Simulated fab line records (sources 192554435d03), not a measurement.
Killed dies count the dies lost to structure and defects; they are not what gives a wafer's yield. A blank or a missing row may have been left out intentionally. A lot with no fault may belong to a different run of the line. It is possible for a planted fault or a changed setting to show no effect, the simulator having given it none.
Matching of chambers :: flow n5_finfet :: ald_metal-01 running N5_HKMG_FIN_PWFM_ALD_03: 4 sister chambers
The step deposits TiN, target thk 2 nm, pulse time 1 s, purge time 3 s. 22 wafers are shown with their chamber, then 11 later ones without.

## WAFERS, EACH WITH ITS CHAMBER
wafer: L075.1
chamber: 2
heater_power_outer_w (W): 428
heater_power_w (W): 754
precursor_pulse_height_rel: 0.997

wafer: L075.3
chamber: 1
heater_power_outer_w (W): 504
heater_power_w (W): 756
precursor_pulse_height_rel: 0.997

wafer: L075.4
chamber: 3
heater_power_outer_w (W): 452
heater_power_w (W): 763
precursor_pulse_height_rel: 0.993

wafer: L079.1
chamber: 3
heater_power_outer_w (W): 449
heater_power_w (W): 794
precursor_pulse_height_rel: 1.018

wafer: L079.3
chamber: 1
heater_power_outer_w (W): 513
heater_power_w (W): 763
precursor_pulse_height_rel: 0.945

wafer: L079.4
chamber: 2
heater_power_outer_w (W): 410
heater_power_w (W): 762
precursor_pulse_height_rel: 1.038

wafer: L080.2
chamber: 3
heater_power_outer_w (W): 459
heater_power_w (W): 773
precursor_pulse_height_rel: 1.012

wafer: L080.4
chamber: 1
heater_power_outer_w (W): 498
heater_power_w (W): 766
precursor_pulse_height_rel: 0.992

wafer: L080.5
chamber: 3
heater_power_outer_w (W): 460
heater_power_w (W): 777
precursor_pulse_height_rel: 1.014

wafer: L081.1
chamber: 3
heater_power_outer_w (W): 446
heater_power_w (W): 787
precursor_pulse_height_rel: 0.996

wafer: L081.4
chamber: 1
heater_power_outer_w (W): 504
heater_power_w (W): 750
precursor_pulse_height_rel: 1.002

wafer: L081.5
chamber: 0
heater_power_outer_w (W): 562
heater_power_w (W): 866
precursor_pulse_height_rel: 0.990

wafer: L082.1
chamber: 3
heater_power_outer_w (W): 453
heater_power_w (W): 788
precursor_pulse_height_rel: 1.034

wafer: L082.3
chamber: 2
heater_power_outer_w (W): 431
heater_power_w (W): 764
precursor_pulse_height_rel: 1.006

wafer: L082.5
chamber: 1
heater_power_outer_w (W): 508
heater_power_w (W): 787
precursor_pulse_height_rel: 0.991

wafer: L084.2
chamber: 2
heater_power_outer_w (W): 440
heater_power_w (W): 733
precursor_pulse_height_rel: 0.999

wafer: L084.3
chamber: 3
heater_power_outer_w (W): 442
heater_power_w (W): 785
precursor_pulse_height_rel: 0.991

wafer: L084.5
chamber: 1
heater_power_outer_w (W): 510
heater_power_w (W): 761
precursor_pulse_height_rel: 1.016

wafer: L086.1
chamber: 3
heater_power_outer_w (W): 453
heater_power_w (W): 785
precursor_pulse_height_rel: 1.012

wafer: L086.3
chamber: 2
heater_power_outer_w (W): 422
heater_power_w (W): 761
precursor_pulse_height_rel: 0.981

wafer: L086.4
chamber: 1
heater_power_outer_w (W): 509
heater_power_w (W): 776
precursor_pulse_height_rel: 1.014

wafer: L088.1
chamber: 3
heater_power_outer_w (W): 450
heater_power_w (W): 779
precursor_pulse_height_rel: 0.975

SIGNATURES (averages over the wafers above)
reading: heater_power_outer_w
chamber 0: 562.00
chamber 1: 506.57
chamber 2: 426.20
chamber 3: 451.56
scatter within a chamber: 7.1

reading: heater_power_w
chamber 0: 866.00
chamber 1: 765.57
chamber 2: 754.80
chamber 3: 781.22
scatter within a chamber: 11.2

reading: precursor_pulse_height_rel
chamber 0: 0.99000
chamber 1: 0.99386
chamber 2: 1.00420
chamber 3: 1.00500
scatter within a chamber: 0.0206
Rule: a wafer's distance from a chamber is the root of the sum, over the readings, of the square of ((its reading less the chamber's mean) divided by the reading's scatter). If the next closest chamber is less than 2 further off than the closest, the wafer can't be placed; otherwise it belongs to the closest. How the scatter is found: for the shown wafers, subtract from each reading the mean of its chamber, square and add these, divide the total by (wafers less chambers), then take the root.

## WAFERS WHOSE CHAMBER IS MISSING
wafer: L088.4
heater_power_outer_w (W): 429
heater_power_w (W): 754
precursor_pulse_height_rel: 0.979

wafer: L088.5
heater_power_outer_w (W): 443
heater_power_w (W): 791
precursor_pulse_height_rel: 0.975

wafer: L091.3
heater_power_outer_w (W): 440
heater_power_w (W): 740
precursor_pulse_height_rel: 1.017

wafer: L091.4
heater_power_outer_w (W): 509
heater_power_w (W): 786
precursor_pulse_height_rel: 0.992

wafer: L091.6
heater_power_outer_w (W): 463
heater_power_w (W): 775
precursor_pulse_height_rel: 1.018

wafer: L096.1
heater_power_outer_w (W): 447
heater_power_w (W): 778
precursor_pulse_height_rel: 1.027

wafer: L096.5
heater_power_outer_w (W): 422
heater_power_w (W): 774
precursor_pulse_height_rel: 0.966

wafer: L096.6
heater_power_outer_w (W): 506
heater_power_w (W): 785
precursor_pulse_height_rel: 0.966

wafer: L097.1
heater_power_outer_w (W): 560
heater_power_w (W): 894
precursor_pulse_height_rel: 1.018

wafer: L097.2
heater_power_outer_w (W): 456
heater_power_w (W): 813
precursor_pulse_height_rel: 1.042

wafer: L097.3
heater_power_outer_w (W): 433
heater_power_w (W): 768
precursor_pulse_height_rel: 0.995

## EACH ONE'S CHAMBER
wafer: L088.4
from the rows above: 2
in truth: 2

wafer: L088.5
from the rows above: 3
in truth: 3

wafer: L091.3
from the rows above: can't be placed: 2 or 3
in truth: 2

wafer: L091.4
from the rows above: 1
in truth: 1

wafer: L091.6
from the rows above: 3
in truth: 3

wafer: L096.1
from the rows above: 3
in truth: 3

wafer: L096.5
from the rows above: 2
in truth: 2

wafer: L096.6
from the rows above: 1
in truth: 1

wafer: L097.1
from the rows above: 0
in truth: 0

wafer: L097.2
from the rows above: 3
in truth: 3

wafer: L097.3
from the rows above: can't be placed: 2 or 3
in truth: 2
Placed correctly: 9 of 11. From these rows, 2 cannot be placed; in 2 the true chamber is one of the candidates. Placed wrongly: 0.
